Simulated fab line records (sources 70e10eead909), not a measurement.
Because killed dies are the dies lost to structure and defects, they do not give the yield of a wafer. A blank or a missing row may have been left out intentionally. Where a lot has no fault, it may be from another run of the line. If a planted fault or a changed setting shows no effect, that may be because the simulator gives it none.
fab line records ; flow nandHarc
record lots=12; wafers=36; lastDay=24
route steps=1159 shown P_M0@258 END@1159
lots that met no fault: from a run of the same line without faults
startH: the number of hours between the record's first day and the start of the first shown wafer of the lot ; waitH: hours from the lot's prior step to this one ; " unchanged from the row above ; L1.1+2: a row that stands for several wafers ; - no value, or no start was given ; * or withheld: withheld ; < > ~ a bound
route shown NAME@n: a module of which the file shows steps, and the number in the route of the first ; usual: mean and standard deviation over wafers with no fault ; same: alike in all rows ; chamber/n: place in a boat ; sites: each site's reading ; _std_site: how widely they spread, as a standard deviation ; _edge_site: outer sites' mean less inner sites' ; radiusMm: for every site, how far away it sits from the centre of the wafer ; mask NAME#n: copy n ; behind: the tool/chamber that last shaped the wafer ; hold: cause of the lot's hold/its duration in hours/its outcome ; device: the n, p or np transistor that did not switch ; end of line: the tests these same wafers got at the end of their route ; a step with no rows: only its recipe ; killed: not the wafer's yield, but the dies lost to structure and defects at the first sort ; map: per-die view of a wafer (x killed, . not killed, _ where there is no die)
set.NAME: the setting the step ran with; set.NAME@STEP: the setting that earlier step ran with ; model.NAME: the simulator's own value behind a step, which no gauge read
route steps across a sampled set of lots; one table per step, one row per wafer
services: when a tool's chamber went out of use (startH, in hours from the record's first day, below 0 if earlier), for how many hours, and the reason
## steps
# step NHARC_P_M0_SOFTBAKE_04
# recipe tempC=105; timeS=55
# usual heaterPowerTotalW=188.44/0.14
lot.wafer;tool;chamber;startH;waitH;heaterPowerTotalW
L850.1;lithoTrack-01;0;105;-;188.54
L850.5;lithoTrack-01;0;105;-;188.36
L850.6;lithoTrack-01;0;105;-;188.37
L852.1;lithoTrack-04;0;136;-;188.31
L852.3;lithoTrack-04;0;136;-;188.43
L852.5;lithoTrack-04;0;136;-;188.42
L853.1;lithoTrack-01;0;136;-;188.33
L853.2;lithoTrack-01;0;136;-;188.73
L853.6;lithoTrack-01;0;136;-;188.75
L854.3;lithoTrack-06;0;144;-;188.40
L854.4;lithoTrack-06;0;144;-;188.47
L854.6;lithoTrack-06;0;144;-;188.49
L857.3;lithoTrack-06;0;158;-;188.28
L857.4;lithoTrack-06;0;158;-;188.68
L857.6;lithoTrack-06;0;158;-;188.64
L863.1;lithoTrack-06;0;210;-;176.87
L863.2;lithoTrack-06;0;210;-;176.80
L863.3;lithoTrack-06;0;210;-;176.73
L864.1;lithoTrack-06;0;211;-;176.81
L864.2;lithoTrack-06;0;211;-;177.02
L864.4;lithoTrack-06;0;211;-;176.86
L866.1;lithoTrack-04;0;218;-;188.28
L866.3;lithoTrack-04;0;218;-;188.30
L866.5;lithoTrack-04;0;218;-;188.38
L868.1;lithoTrack-04;0;221;-;188.34
L868.3;lithoTrack-04;0;221;-;188.50
L868.4;lithoTrack-04;0;221;-;188.67
L870.1;lithoTrack-01;0;227;-;188.33
L870.3;lithoTrack-01;0;227;-;188.38
L870.6;lithoTrack-01;0;227;-;188.62
L869.1;lithoTrack-01;0;228;-;188.80
L869.3;lithoTrack-01;0;228;-;188.27
L869.4;lithoTrack-01;0;228;-;188.35
L872.1;lithoTrack-01;0;246;-;188.35
L872.2;lithoTrack-01;0;246;-;188.49
L872.3;lithoTrack-01;0;246;-;188.74
# step NHARC_P_M0_OVL_MEAS_10
# recipe pitchNm=180
# usual overlayXNm=0.0/0.85; overlayYNm=-0.2/0.64
lot.wafer;tool;chamber;startH;waitH;overlayXNm;overlayYNm
L850.1;overlay-01;-;106.16;-;0.5;0.5
L850.5;overlay-01;-;106.16;-;1.0;-0.8
L850.6;overlay-01;-;106.16;-;1.0;0.1
L852.1;overlay-02;-;136.61;-;-0.4;0.0
L852.3;overlay-02;-;136.61;-;-0.5;0.4
L852.5;overlay-02;-;136.61;-;0.1;1.2
L853.1;overlay-02;-;136.98;-;-1.8;-0.2
L853.2;overlay-02;-;136.98;-;-1.1;-0.6
L853.6;overlay-02;-;136.98;-;-1.6;-0.1
L854.3;overlay-02;-;145.43;-;-0.3;-0.2
L854.4;overlay-02;-;145.43;-;-0.4;0.2
L854.6;overlay-02;-;145.43;-;-0.4;0.1
L857.3;overlay-01;-;158.65;-;-0.3;-0.6
L857.4;overlay-01;-;158.65;-;0.2;-0.6
L857.6;overlay-01;-;158.65;-;-0.2;-0.8
L863.1;overlay-01;-;210.63;-;-0.5;-0.3
L863.2;overlay-01;-;210.63;-;-0.6;-1.3
L863.3;overlay-01;-;210.63;-;-0.5;-0.8
L864.1;overlay-02;-;212.14;-;-0.6;-0.3
L864.2;overlay-02;-;212.14;-;-0.6;-0.7
L864.4;overlay-02;-;212.14;-;-0.2;-0.7
L866.1;overlay-01;-;218.70;-;-0.4;-0.3
L866.3;overlay-01;-;218.70;-;-0.9;-1.2
L866.5;overlay-01;-;218.70;-;-1.6;-1.7
L868.1;overlay-02;-;221.59;-;1.8;-0.4
L868.3;overlay-02;-;221.59;-;1.2;-0.3
L868.4;overlay-02;-;221.59;-;0.8;0.0
L870.1;overlay-01;-;228.21;-;-0.3;0.4
L870.3;overlay-01;-;228.21;-;-0.8;0.1
L870.6;overlay-01;-;228.21;-;-0.3;0.2
L869.1;overlay-02;-;228.57;-;0.1;0.7
L869.3;overlay-02;-;228.57;-;0.1;0.4
L869.4;overlay-02;-;228.57;-;0.0;0.4
L872.1;overlay-02;-;246.55;-;0.6;0.0
L872.2;overlay-02;-;246.55;-;0.5;-0.1
L872.3;overlay-02;-;246.55;-;0.4;-0.3
# step NHARC_P_M0_INSPECT_11
# usual rawDefectCount=4.0/2.3
lot.wafer;tool;chamber;startH;waitH;rawDefectCount
L850.1;defectInspect-02;-;106.20;0.0;7
L850.5;defectInspect-02;-;106.20;0.0;7
L850.6;defectInspect-02;-;106.20;0.0;6
L852.1;defectInspect-02;-;136.65;0.0;4
L852.3;defectInspect-02;-;136.65;0.0;4
L852.5;defectInspect-02;-;136.65;0.0;5
L853.1;defectInspect-02;-;137.02;0.0;6
L853.2;defectInspect-02;-;137.02;0.0;5
L853.6;defectInspect-02;-;137.02;0.0;1
L854.3;defectInspect-01;-;145.46;0.0;4
L854.4;defectInspect-01;-;145.46;0.0;3
L854.6;defectInspect-01;-;145.46;0.0;4
L857.3;defectInspect-01;-;158.68;0.0;4
L857.4;defectInspect-01;-;158.68;0.0;4
L857.6;defectInspect-01;-;158.68;0.0;2
L863.1;defectInspect-02;-;210.67;0.0;9
L863.2;defectInspect-02;-;210.67;0.0;11
L863.3;defectInspect-02;-;210.67;0.0;3
L864.1;defectInspect-02;-;212.18;0.0;7
L864.2;defectInspect-02;-;212.18;0.0;5
L864.4;defectInspect-02;-;212.18;0.0;4
L866.1;defectInspect-02;-;218.74;0.0;0
L866.3;defectInspect-02;-;218.74;0.0;4
L866.5;defectInspect-02;-;218.74;0.0;4
L868.1;defectInspect-02;-;221.64;0.1;9
L868.3;defectInspect-02;-;221.64;0.1;7
L868.4;defectInspect-02;-;221.64;0.1;4
L870.1;defectInspect-01;-;228.25;0.0;2
L870.3;defectInspect-01;-;228.25;0.0;2
L870.6;defectInspect-01;-;228.25;0.0;4
L869.1;defectInspect-02;-;228.60;0.0;3
L869.3;defectInspect-02;-;228.60;0.0;2
L869.4;defectInspect-02;-;228.60;0.0;5
L872.1;defectInspect-01;-;246.58;0.0;3
L872.2;defectInspect-01;-;246.58;0.0;3
L872.3;defectInspect-01;-;246.58;0.0;3
# step NHARC_P_M0_DESCUM_14
# recipe timeS=3; o2FlowSccm=200; arFlowSccm=0; biasPowerW=0; chemistry=O2
# usual drypumpMotorCurrentA=6.0/0.41; oesProductAu=1.007/0.01; rfVppV=58.0/0.8; showerheadPlenumPTorr=1.93/0.055; throttleValvePct=11.311/0.0096
lot.wafer;tool;chamber;startH;waitH;drypumpMotorCurrentA;oesProductAu;rfHoursCounterH;rfVppV;showerheadPlenumPTorr;throttleValvePct
L850.1;rieDiel-05;0;106.28;0.1;6.4;1.008;8;57.7;1.97;11.323
L850.6;rieDiel-05;2;106.28;0.1;6.1;1.011;-;58.0;2.02;11.306
L850.5;rieDiel-05;3;106.28;0.1;5.0;1.024;-;57.4;1.82;11.309
L852.1;rieDiel-04;2;136.72;0.1;6.3;1.007;1;58.0;1.89;11.310
L852.3;rieDiel-04;0;136.72;0.1;6.0;1.014;1;58.6;1.93;11.322
L852.5;rieDiel-04;2;136.72;0.1;6.4;1.005;-;57.5;1.89;11.302
L853.2;rieDiel-10;3;137.09;0.1;6.6;1.010;9;58.3;2.05;11.309
L853.1;rieDiel-10;0;137.09;0.1;5.7;1.008;9;57.3;1.97;11.300
L853.6;rieDiel-10;2;137.09;0.1;6.0;0.987;-;57.2;1.92;11.305
L854.3;rieDiel-05;1;145.53;0.1;5.6;1.018;10;56.7;1.98;11.322
L854.4;rieDiel-05;3;145.53;0.1;5.0;1.007;10;58.9;1.82;11.304
L854.6;rieDiel-05;1;145.53;0.1;5.6;1.011;-;57.3;1.98;11.302
L857.4;rieDiel-10;1;158.74;0.1;5.6;1.021;12;57.7;1.98;11.305
L857.3;rieDiel-10;3;158.74;0.1;6.6;1.023;11;57.4;2.05;11.317
L857.6;rieDiel-10;2;158.74;0.1;6.1;0.999;-;57.1;1.92;11.300
L863.2;rieDiel-04;3;210.74;0.1;6.4;0.996;3;59.2;1.93;11.306
L863.1;rieDiel-04;1;210.74;0.1;6.0;1.017;6;58.9;1.89;11.317
L863.3;rieDiel-04;2;210.74;0.1;6.4;0.999;6;57.9;1.89;11.311
L864.2;rieDiel-10;1;212.24;0.1;5.6;1.004;2;57.8;1.98;11.326
L864.4;rieDiel-10;2;212.24;0.1;6.0;0.994;2;58.1;1.92;11.308
L864.1;rieDiel-10;3;212.24;0.1;6.6;1.014;2;58.1;2.05;11.316
L866.3;rieDiel-05;3;218.82;0.1;5.0;1.016;3;59.1;1.82;11.310
L866.1;rieDiel-05;0;218.82;0.1;6.4;1.002;3;57.9;1.97;11.303
L866.5;rieDiel-05;2;218.82;0.1;6.2;0.994;-;59.8;2.01;11.305
L868.1;rieDiel-05;0;221.70;0.1;6.4;0.997;3;58.9;1.97;11.305
L868.3;rieDiel-05;2;221.70;0.1;6.1;0.997;3;58.1;2.01;11.318
L868.4;rieDiel-05;3;221.70;0.1;5.0;1.001;3;58.2;1.81;11.314
L870.1;rieDiel-04;2;228.31;0.1;6.4;1.006;7;56.6;1.89;11.303
L870.3;rieDiel-04;3;228.31;0.1;6.4;0.990;4;57.7;1.93;11.313
L870.6;rieDiel-04;3;228.31;0.1;6.4;0.987;-;58.6;1.93;11.294
L869.3;rieDiel-10;1;228.67;0.1;5.6;1.017;4;57.9;1.98;11.317
L869.4;rieDiel-10;2;228.67;0.1;6.1;0.982;4;57.5;1.92;11.330
L869.1;rieDiel-10;3;228.67;0.1;6.6;1.025;4;58.0;2.05;11.294
L872.2;rieDiel-04;1;246.65;0.1;6.0;1.004;9;57.8;1.89;11.324
L872.3;rieDiel-04;3;246.65;0.1;6.4;1.002;5;57.5;1.93;11.324
L872.1;rieDiel-04;0;246.65;0.1;6.0;1.013;9;57.7;1.93;11.327
# step NHARC_END_SORT_01
# recipe tempC=25
# usual defectLimitedYield=95.1/1.6; killedAtArray=29/10; killedAtOther=0.7/1.1; killedAtPeriphery=3.3/2.4; killedDies=33/11; killedOpen=3.3/2; killedShort=1.9/1.3; sort_bin_2_pct=1.5/0.67; sort_bin_3_pct=0.27/0.24; sort_bin_4_pct=3.1/1.1; sortNPass=644/11; sortRimYieldPct=97.1/2.1; sortYieldPct=95.1/1.6
# same grossDies=677; sort_bin_5_pct[%]=0; sort_bin_6_pct[%]=0; sort_bin_7_pct[%]=0; sort_bin_8_pct[%]=0; sortRimNGross=106.00
lot.wafer;tool;chamber;startH;waitH;defectLimitedYield[%];killedAtArray;killedAtOther;killedAtPeriphery;killedDies;killedOpen;killedShort;sort_bin_2_pct[%];sort_bin_3_pct[%];sort_bin_4_pct[%];sortNPass;sortRimYieldPct[%];sortYieldPct[%]
L850.1;prober-02;0;445.50;2.5;96.0;22;0;5;27;4;2;0.3;0.59;3.1;650;97.2;96.0
L850.5;prober-02;0;448.69;3.7;97.6;11;0;5;16;3;1;0.6;0;1.8;661;98.1;97.6
L850.6;prober-02;0;449.48;4.0;95.9;23;1;4;28;6;2;1.0;0.15;3.0;649;98.1;95.9
L853.1;prober-01;0;445.51;2.5;96.3;21;0;4;25;2;4;0.1;0;3.5;652;99.1;96.3
L853.2;prober-01;0;446.31;2.8;95.9;26;0;2;28;4;5;1.2;0.15;2.8;649;97.2;95.9
L853.6;prober-01;0;449.50;4.0;97.0;18;0;2;20;2;1;0.9;0;2.1;657;99.1;97.0
L852.1;prober-02;0;453.30;2.5;95.6;27;1;2;30;3;3;1.3;0;3.1;647;98.1;95.6
L852.3;prober-02;0;454.88;3.1;95.7;27;0;2;29;5;1;1.8;0.30;2.2;648;97.2;95.7
L852.5;prober-02;0;456.45;3.7;95.1;28;0;5;33;2;4;1.9;0.15;2.8;644;94.3;95.1
L854.3;prober-02;0;473.59;3.1;98.2;8;1;3;12;5;0;0.6;0.15;1.0;665;99.1;98.2
L854.4;prober-02;0;474.41;3.4;97.6;15;1;0;16;3;1;1.0;0.15;1.2;661;98.1;97.6
L854.6;prober-02;0;476.03;4.1;97.6;11;2;3;16;5;1;1.0;0.15;1.2;661;96.2;97.6
L857.3;prober-01;0;481.91;3.1;94.5;37;0;0;37;3;2;1.6;0.44;3.4;640;100.0;94.5
L857.4;prober-01;0;482.70;3.4;93.2;43;0;3;46;4;3;2.2;0.30;4.3;631;93.4;93.2
L857.6;prober-01;0;484.28;4.0;94.2;37;0;2;39;3;0;1.8;0.30;3.7;638;94.3;94.2
L863.1;prober-02;0;540.65;2.5;93.8;35;2;5;42;4;4;2.4;0.59;3.2;635;95.3;93.8
L863.2;prober-02;0;541.45;2.8;93.8;29;1;12;42;1;1;1.5;0.30;4.4;635;98.1;93.8
L863.3;prober-02;0;542.24;3.1;95.6;26;0;4;30;3;0;1.0;0.44;3.0;647;100.0;95.6
L864.1;prober-02;0;549.52;2.5;93.5;40;0;4;44;5;2;1.9;0;4.6;633;97.2;93.5
L864.2;prober-02;0;550.32;2.8;94.1;35;1;4;40;5;2;2.5;0;3.4;637;97.2;94.1
L864.4;prober-02;0;551.91;3.4;95.3;27;0;5;32;5;1;1.9;0.30;2.5;645;93.4;95.3
L866.1;prober-02;0;557.75;2.5;93.8;40;0;2;42;1;3;2.4;0.74;3.1;635;99.1;93.8
L866.3;prober-02;0;559.36;3.1;93.4;40;3;2;45;4;3;1.9;1.18;3.5;632;96.2;93.4
L866.5;prober-02;0;560.96;3.7;91.6;50;0;7;57;5;1;3.5;0.44;4.4;620;92.5;91.6
L868.1;prober-01;0;566.62;2.5;94.2;33;0;6;39;1;1;1.3;0.15;4.3;638;89.6;94.2
L868.3;prober-01;0;568.21;3.1;94.5;32;0;5;37;2;1;1.5;0.44;3.5;640;95.3;94.5
L868.4;prober-01;0;569.01;3.4;95.6;29;1;0;30;2;1;2.4;0.30;1.8;647;97.2;95.6
L870.1;prober-02;0;573.30;2.5;95.6;29;0;1;30;1;0;0.9;0.44;3.1;647;98.1;95.6
L870.3;prober-02;0;574.91;3.1;95.0;29;1;4;34;3;3;1.2;0.30;3.5;643;98.1;95.0
L870.6;prober-02;0;577.31;4.0;94.1;39;0;1;40;3;4;2.5;0.30;3.1;637;95.3;94.1
L869.1;prober-01;0;574.35;2.5;96.3;20;0;5;25;4;2;1.2;0.15;2.4;652;97.2;96.3
L869.3;prober-01;0;575.95;3.1;98.5;8;1;1;10;2;0;0.1;0;1.3;667;99.1;98.5
L869.4;prober-01;0;576.76;3.4;97.6;15;1;0;16;2;2;0.9;0;1.5;661;97.2;97.6
L872.1;prober-02;0;581.09;2.5;92.9;39;0;9;48;7;4;1.8;0.30;5.0;629;97.2;92.9
L872.2;prober-02;0;581.87;2.8;95.1;31;0;2;33;4;1;1.8;0;3.1;644;98.1;95.1
L872.3;prober-02;0;582.65;3.1;94.5;35;0;2;37;6;2;2.1;0.30;3.1;640;100.0;94.5
# killed by level:class
L850.1 A_SLIT:chamberFilmFlake=10 A_CONTACT:chamberFilmFlake=4 P_ZERO_WELL:chamberFilmFlake=3 A_STAIRCASE:chamberFilmFlake=2 A_CHANNEL_HOLE_D1:chamberFilmFlake=2 P_GATE:geometricParticle:open=1 P_M2:geometricParticle:short=1 A_CHANNEL_FILL_D1:geometricParticle:open=1
L853.1 A_SLIT:chamberFilmFlake=9 A_CHANNEL_FILL_D1:chamberFilmFlake=3 A_M0:geometricParticle:short=2 P_GATE:chamberFilmFlake=2 A_CHANNEL_HOLE_D1:chamberFilmFlake=2 P_M1:geometricParticle:short=1 A_SGD_CUT:geometricParticle:open=1 A_WL_FILL:geometricParticle:open=1
L853.2 A_SLIT:chamberFilmFlake=13 A_BLC:geometricParticle:short=2 A_CHANNEL_HOLE_D1:chamberFilmFlake=2 A_SOURCE_PLATE:geometricParticle:short=1 A_ONON_D1:geometricParticle:short=1 A_CHANNEL_FILL_D1:geometricParticle:short=1 A_WL_FILL:geometricParticle:open=1 A_CONTACT:geometricParticle:open=1
L850.5 P_ZERO_WELL:chamberFilmFlake=5 A_SLIT:chamberFilmFlake=5 A_CONTACT:geometricParticle:open=2 A_ONON_D1:geometricParticle:short=1 A_M0:geometricParticle:open=1 A_CONTACT:chamberFilmFlake=1 A_BONDPAD:chamberFilmFlake=1
L850.6 A_SLIT:chamberFilmFlake=8 A_STAIRCASE:chamberFilmFlake=4 A_CONTACT:chamberFilmFlake=3 P_ZERO_WELL:chamberFilmFlake=2 P_CONTACT:geometricParticle:open=1 A_ONON_D1:geometricParticle:short=1 A_CHANNEL_FILL_D1:geometricParticle:open=1 A_STAIRCASE:geometricParticle:open=1
L853.6 A_SLIT:chamberFilmFlake=8 A_CHANNEL_FILL_D1:chamberFilmFlake=4 A_CONTACT:chamberFilmFlake=3 P_CONTACT:geometricParticle:open=1 A_SGD_CUT:geometricParticle:open=1 A_M0:geometricParticle:short=1 P_GATE:chamberFilmFlake=1 A_STAIRCASE:chamberFilmFlake=1
L852.1 A_CHANNEL_HOLE_D1:chamberFilmFlake=15 A_STAIRCASE:chamberFilmFlake=4 A_CONTACT:chamberFilmFlake=2 A_CHANNEL_HOLE_D1:geometricParticle:short=1 A_CHANNEL_FILL_D1:geometricParticle:open=1 A_WL_FILL:geometricParticle:short=1 A_CONTACT:geometricParticle:open=1 A_CONTACT:geometricParticle:short=1
L852.3 A_CHANNEL_HOLE_D1:chamberFilmFlake=15 A_STAIRCASE:chamberFilmFlake=4 A_CONTACT:geometricParticle:open=3 A_SLIT:chamberFilmFlake=2 P_M0:geometricParticle:open=1 A_CHANNEL_FILL_D1:geometricParticle:short=1 A_WL_FILL:geometricParticle:open=1 P_BONDPAD:chamberFilmFlake=1
L852.5 A_CHANNEL_HOLE_D1:chamberFilmFlake=17 A_STAIRCASE:chamberFilmFlake=4 P_M1:chamberFilmFlake=2 P_GATE:geometricParticle:open=1 P_CONTACT:geometricParticle:short=1 P_M0:geometricParticle:short=1 A_CHANNEL_HOLE_D1:geometricParticle:short=1 A_CHANNEL_FILL_D1:geometricParticle:short=1
L854.3 A_CHANNEL_HOLE_D1:chamberFilmFlake=3 A_CONTACT:chamberFilmFlake=2 P_CONTACT:geometricParticle:open=1 P_M0:geometricParticle:open=1 A_WL_FILL:geometricParticle:open=1 A_CONTACT:geometricParticle:open=1 A_M1:geometricParticle:open=1 P_GATE:chamberFilmFlake=1
L854.4 A_CHANNEL_HOLE_D1:chamberFilmFlake=3 A_CONTACT:chamberFilmFlake=3 A_BLC:chamberFilmFlake=2 A_ONON_D1:geometricParticle:open=1 A_CHANNEL_FILL_D1:geometricParticle:open=1 A_CONTACT:geometricParticle:short=1 A_BLC:geometricParticle:open=1 A_ZERO_WELL:chamberFilmFlake=1
L854.6 A_CONTACT:chamberFilmFlake=4 A_CONTACT:geometricParticle:open=3 THIN_TSV:chamberFilmFlake=2 P_M1:geometricParticle:short=1 A_SGD_CUT:geometricParticle:open=1 A_M1:geometricParticle:open=1 P_GATE:chamberFilmFlake=1 P_M1:chamberFilmFlake=1
L857.3 A_CHANNEL_HOLE_D1:chamberFilmFlake=15 A_SLIT:chamberFilmFlake=11 A_STAIRCASE:chamberFilmFlake=3 A_CHANNEL_FILL_D1:geometricParticle:open=2 A_CONTACT:chamberFilmFlake=2 A_ONON_D1:geometricParticle:open=1 A_WL_FILL:geometricParticle:short=1 A_BLC:geometricParticle:short=1
L857.4 A_CHANNEL_HOLE_D1:chamberFilmFlake=21 A_SLIT:chamberFilmFlake=11 A_STAIRCASE:chamberFilmFlake=4 P_CONTACT:geometricParticle:open=1 P_M2:geometricParticle:short=1 A_ONON_D1:geometricParticle:open=1 A_CHANNEL_FILL_D1:geometricParticle:short=1 A_SGD_CUT:geometricParticle:open=1
L857.6 A_CHANNEL_HOLE_D1:chamberFilmFlake=17 A_SLIT:chamberFilmFlake=10 A_CONTACT:chamberFilmFlake=6 A_BLC:geometricParticle:open=2 A_STAIRCASE:chamberFilmFlake=2 P_M1:geometricParticle:open=1 P_STI:chamberFilmFlake=1
L863.1 A_CHANNEL_HOLE_D1:chamberFilmFlake=19 A_ZERO_WELL:chamberFilmFlake=4 A_CONTACT:chamberFilmFlake=3 A_STAIRCASE:chamberFilmFlake=3 THIN_TSV:chamberFilmFlake=2 P_CONTACT:geometricParticle:short=1 P_M2:geometricParticle:short=1 A_SOURCE_PLATE:geometricParticle:open=1
L863.2 A_CHANNEL_HOLE_D1:chamberFilmFlake=22 P_GATE:chamberFilmFlake=6 A_CONTACT:chamberFilmFlake=4 P_M1:chamberFilmFlake=2 A_STAIRCASE:chamberFilmFlake=2 P_GATE:geometricParticle:open=1 P_GATE:geometricParticle:short=1 P_ZERO_WELL:chamberFilmFlake=1
L863.3 A_CHANNEL_HOLE_D1:chamberFilmFlake=21 A_CONTACT:chamberFilmFlake=2 P_CONTACT:geometricParticle:open=1 P_M0:geometricParticle:open=1 A_WL_FILL:geometricParticle:open=1 P_GATE:chamberFilmFlake=1 P_M1:chamberFilmFlake=1 A_ZERO_WELL:chamberFilmFlake=1
L864.1 A_CHANNEL_HOLE_D1:chamberFilmFlake=25 A_STAIRCASE:chamberFilmFlake=7 A_M0:geometricParticle:open=3 P_CONTACT:chamberFilmFlake=2 P_GATE:geometricParticle:open=1 A_SOURCE_PLATE:geometricParticle:open=1 A_SOURCE_PLATE:geometricParticle:short=1 A_M0:geometricParticle:short=1
L864.2 A_CHANNEL_HOLE_D1:chamberFilmFlake=22 A_STAIRCASE:chamberFilmFlake=5 A_CONTACT:geometricParticle:open=3 A_WL_FILL:geometricParticle:short=2 P_STI:chamberFilmFlake=2 P_GATE:geometricParticle:open=1 A_SGD_CUT:geometricParticle:open=1 P_CONTACT:chamberFilmFlake=1
L864.4 A_CHANNEL_HOLE_D1:chamberFilmFlake=18 A_STAIRCASE:chamberFilmFlake=4 P_M0:geometricParticle:open=2 P_CONTACT:chamberFilmFlake=2 A_WL_FILL:chamberFilmFlake=2 P_CONTACT:geometricParticle:open=1 A_SOURCE_PLATE:geometricParticle:open=1 A_ONON_D1:geometricParticle:short=1
L866.1 A_CHANNEL_HOLE_D1:chamberFilmFlake=20 A_SLIT:chamberFilmFlake=15 P_GATE:geometricParticle:short=1 A_CHANNEL_FILL_D1:geometricParticle:open=1 A_STAIRCASE:geometricParticle:short=1 A_WL_FILL:geometricParticle:short=1 P_M2:chamberFilmFlake=1 A_STAIRCASE:chamberFilmFlake=1
L866.3 A_CHANNEL_HOLE_D1:chamberFilmFlake=22 A_SLIT:chamberFilmFlake=13 A_BLC:geometricParticle:open=2 THIN_TSV:chamberFilmFlake=2 P_CONTACT:geometricParticle:open=1 A_ONON_D1:geometricParticle:short=1 A_SGD_CUT:geometricParticle:short=1 A_CONTACT:geometricParticle:open=1
L866.5 A_CHANNEL_HOLE_D1:chamberFilmFlake=24 A_SLIT:chamberFilmFlake=19 P_M2:chamberFilmFlake=3 A_CONTACT:geometricParticle:open=2 P_STI:chamberFilmFlake=2 P_GATE:geometricParticle:open=1 A_ONON_D1:geometricParticle:open=1 A_WL_FILL:geometricParticle:open=1
L868.1 A_CHANNEL_HOLE_D1:chamberFilmFlake=28 P_ZERO_WELL:chamberFilmFlake=4 P_GATE:chamberFilmFlake=2 A_CONTACT:chamberFilmFlake=2 A_CONTACT:geometricParticle:short=1 A_M0:geometricParticle:open=1 A_ZERO_WELL:chamberFilmFlake=1
L868.3 A_CHANNEL_HOLE_D1:chamberFilmFlake=27 P_ZERO_WELL:chamberFilmFlake=4 A_CHANNEL_HOLE_D1:geometricParticle:short=1 A_CHANNEL_FILL_D1:geometricParticle:open=1 A_M0:geometricParticle:open=1 P_GATE:chamberFilmFlake=1 A_ZERO_WELL:chamberFilmFlake=1 A_STAIRCASE:chamberFilmFlake=1
L868.4 A_CHANNEL_HOLE_D1:chamberFilmFlake=21 A_CONTACT:chamberFilmFlake=4 A_CHANNEL_FILL_D1:geometricParticle:open=1 A_M0:geometricParticle:open=1 STARTING-WAFER:geometricParticle:short=1 A_ZERO_WELL:chamberFilmFlake=1 A_STAIRCASE:chamberFilmFlake=1
L870.1 A_CHANNEL_HOLE_D1:chamberFilmFlake=23 A_CONTACT:chamberFilmFlake=2 P_GATE:geometricParticle:open=1 A_ZERO_WELL:chamberFilmFlake=1 A_STAIRCASE:chamberFilmFlake=1 A_SLIT:chamberFilmFlake=1 A_WL_FILL:chamberFilmFlake=1
L869.1 A_CHANNEL_HOLE_D1:chamberFilmFlake=7 A_CONTACT:chamberFilmFlake=5 A_SLIT:chamberFilmFlake=4 P_ZERO_WELL:chamberFilmFlake=2 P_GATE:geometricParticle:open=1 P_CONTACT:geometricParticle:short=1 P_CONTACT:geometricParticle:open=1 A_WL_FILL:geometricParticle:short=1
L870.3 A_CHANNEL_HOLE_D1:chamberFilmFlake=21 P_M0:geometricParticle:short=2 A_WL_FILL:chamberFilmFlake=2 A_CONTACT:chamberFilmFlake=2 P_M1:geometricParticle:short=1 A_CHANNEL_FILL_D1:geometricParticle:open=1 A_WL_FILL:geometricParticle:open=1 A_BLC:geometricParticle:open=1
L869.3 A_CHANNEL_HOLE_D1:chamberFilmFlake=4 A_CONTACT:geometricParticle:open=2 A_SLIT:chamberFilmFlake=2 P_BONDPAD:chamberFilmFlake=1 THIN_TSV:chamberFilmFlake=1
L869.4 A_CHANNEL_HOLE_D1:chamberFilmFlake=5 A_CONTACT:chamberFilmFlake=3 A_ONON_D1:geometricParticle:short=2 A_SLIT:chamberFilmFlake=2 A_ONON_D1:geometricParticle:open=1 A_CONTACT:geometricParticle:open=1 A_STAIRCASE:chamberFilmFlake=1 THIN_TSV:chamberFilmFlake=1
L870.6 A_CHANNEL_HOLE_D1:chamberFilmFlake=25 A_CONTACT:chamberFilmFlake=6 A_ONON_D1:geometricParticle:short=2 P_M1:geometricParticle:open=1 A_ONON_D1:geometricParticle:open=1 A_STAIRCASE:geometricParticle:short=1 A_SGD_CUT:geometricParticle:short=1 A_BLC:geometricParticle:open=1
L872.1 A_SLIT:chamberFilmFlake=16 A_CHANNEL_HOLE_D1:chamberFilmFlake=11 P_CONTACT:geometricParticle:open=3 P_ZERO_WELL:chamberFilmFlake=2 A_CHANNEL_FILL_D1:chamberFilmFlake=2 A_STAIRCASE:chamberFilmFlake=2 P_GATE:geometricParticle:short=1 P_CONTACT:geometricParticle:short=1
L872.2 A_SLIT:chamberFilmFlake=15 A_STAIRCASE:chamberFilmFlake=5 A_CHANNEL_HOLE_D1:chamberFilmFlake=4 A_WL_FILL:chamberFilmFlake=4 P_CONTACT:geometricParticle:open=1 P_M0:geometricParticle:open=1 A_SOURCE_PLATE:geometricParticle:open=1 A_WL_FILL:geometricParticle:short=1
L872.3 A_SLIT:chamberFilmFlake=15 A_CHANNEL_HOLE_D1:chamberFilmFlake=8 A_WL_FILL:chamberFilmFlake=3 A_CHANNEL_FILL_D1:geometricParticle:short=2 A_BLC:geometricParticle:open=2 A_STAIRCASE:chamberFilmFlake=2 P_CONTACT:geometricParticle:open=1 A_CHANNEL_FILL_D1:geometricParticle:open=1
## services
tool;chamber;startH;hours;kind
rieDiel-10;0;82.17;-;clean
rieDiel-10;1;82.17;-;clean
rieDiel-10;2;82.17;-;clean
rieDiel-10;3;82.17;-;clean
rieDiel-10;2;83.79;1.7;repair
rieDiel-04;0;91.00;-;clean
rieDiel-04;1;91.00;-;clean
rieDiel-04;2;91.00;-;clean
rieDiel-04;3;91.00;-;clean
lithoTrack-01;-;93.01;7.0;pm
rieDiel-05;0;93.60;-;clean
rieDiel-05;1;93.60;-;clean
rieDiel-05;2;93.60;-;clean
rieDiel-05;3;93.60;-;clean
rieDiel-04;2;99.60;20.7;repair
rieDiel-04;3;103.17;32.4;repair
rieDiel-04;-;110.81;0.3;repair
rieDiel-04;-;112.14;9.0;pm
lithoTrack-06;-;117.00;7.0;pm
lithoTrack-04;-;141.00;7.0;pm
rieDiel-04;3;162.47;14.1;repair
rieDiel-05;-;163.60;9.0;pm
rieDiel-10;-;176.71;9.0;pm
rieDiel-04;2;242.42;7.1;repair
## key
firstSign step=NHARC_P_M0_SOFTBAKE_04; reading=heaterPowerTotalW; direction=down; sigmas=82; usual=*; struck=*
effect none on later readings
metAt NHARC_P_M0_SOFTBAKE_04
struckLots L863,L864
notActingAt NHARC_P_M0_OVL_MEAS_10,NHARC_P_M0_INSPECT_11,NHARC_P_M0_DESCUM_14
onsetBetween 158 210
fault kind=processParameterDrift; tool=lithoTrack-06; chamber=-; onsetH=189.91; steps=NHARC_P_M0_SOFTBAKE_04; channel=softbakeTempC; offset=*; shape=step; endH=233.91; actsIn=*; stated=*
